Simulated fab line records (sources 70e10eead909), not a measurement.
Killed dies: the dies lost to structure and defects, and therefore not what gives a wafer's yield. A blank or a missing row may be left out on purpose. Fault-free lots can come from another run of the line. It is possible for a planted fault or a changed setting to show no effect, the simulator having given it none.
Which of the tools did it? / flow nandHarc / 11 lots with 33 wafers sampled at 2 steps, on a route of 1159 steps

WHAT THE GAUGES SHOWED, per wafer
NHARC_P_ZERO_WELL_CD_MEAS_24: the cd target is 720 nm.
lot=L951; measured=day 2 08:28; on=cdSem-03; cdNm (nm)=718.3 719.5 720.2
lot=L952; measured=day 2 14:30; on=cdSem-02; cdNm (nm)=- - -
lot=L953; measured=day 2 20:38; on=cdSem-02; cdNm (nm)=717.0 718.1 719.3
lot=L960; measured=day 4 14:28; on=cdSem-02; cdNm (nm)=720.5 722.0 720.5
lot=L961; measured=day 4 20:38; on=cdSem-01; cdNm (nm)=721.5 721.4 722.5
lot=L963; measured=day 5 08:37; on=cdSem-03; cdNm (nm)=722.4 720.9 719.4
lot=L964; measured=day 5 14:28; on=cdSem-01; cdNm (nm)=720.4 720.9 720.6
lot=L965; measured=day 5 20:36; on=cdSem-03; cdNm (nm)=721.0 721.0 720.3
lot=L966; measured=day 6 02:36; on=cdSem-03; cdNm (nm)=718.7 719.1 719.8
lot=L967; measured=day 6 08:35; on=cdSem-02; cdNm (nm)=722.3 723.7 722.5
lot=L971; measured=day 7 08:37; on=cdSem-02; cdNm (nm)=718.7 720.3 718.3

EACH LOT AND THE TOOL THAT RAN IT (in order: tool; ch and the chambers of the sampled wafers; start)
lot=L951; NHARC_P_ZERO_WELL_EXPOSE_21=krfScanner-03 ch 0, day 2 08:18
lot=L952; NHARC_P_ZERO_WELL_EXPOSE_21=krfScanner-04 ch 0, day 2 14:20
lot=L953; NHARC_P_ZERO_WELL_EXPOSE_21=krfScanner-03 ch 0, day 2 20:28
lot=L960; NHARC_P_ZERO_WELL_EXPOSE_21=krfScanner-03 ch 0, day 4 14:18
lot=L961; NHARC_P_ZERO_WELL_EXPOSE_21=krfScanner-02 ch 0, day 4 20:29
lot=L963; NHARC_P_ZERO_WELL_EXPOSE_21=krfScanner-03 ch 0, day 5 08:28
lot=L964; NHARC_P_ZERO_WELL_EXPOSE_21=krfScanner-02 ch 0, day 5 14:19
lot=L965; NHARC_P_ZERO_WELL_EXPOSE_21=krfScanner-04 ch 0, day 5 20:26
lot=L966; NHARC_P_ZERO_WELL_EXPOSE_21=krfScanner-02 ch 0, day 6 02:27
lot=L967; NHARC_P_ZERO_WELL_EXPOSE_21=krfScanner-03 ch 0, day 6 08:26
lot=L971; NHARC_P_ZERO_WELL_EXPOSE_21=krfScanner-04 ch 0, day 7 08:27
- NHARC_P_ZERO_WELL_EXPOSE_21: exposes mask P NWELL, target cd 720 nm.

THE ANSWER, worked out from the rows above alone
Rule: usual is defined by the lots themselves. Put in order of their means at a reading, lots are off if they are a third of the lots or fewer, leave a main group of 4 or more, and stand apart from it by a gap of 3 or more times the standard deviation of the main group's means; of several such gaps the widest counts. Not used: any main group whose means are identical at the precision the tables above print for the reading. A lot without any number at a reading at which 4 lots or more have one is off too. Any other lot the step has rows for is counted as sound.
Off: L952 (NHARC_P_ZERO_WELL_CD_MEAS_24, cdNm). Without a number there: L952. Mean 720.4 nm and standard deviation 1.3 in the main group.
If a tool, at a process step before that reading, ran all the lots that are off and no sound lot after the first of them, it fits. The gauges at NHARC_P_ZERO_WELL_CD_MEAS_24 are tried like those tools. Not one of the candidates tried fits.

WHAT THE SIMULATOR PUT IN
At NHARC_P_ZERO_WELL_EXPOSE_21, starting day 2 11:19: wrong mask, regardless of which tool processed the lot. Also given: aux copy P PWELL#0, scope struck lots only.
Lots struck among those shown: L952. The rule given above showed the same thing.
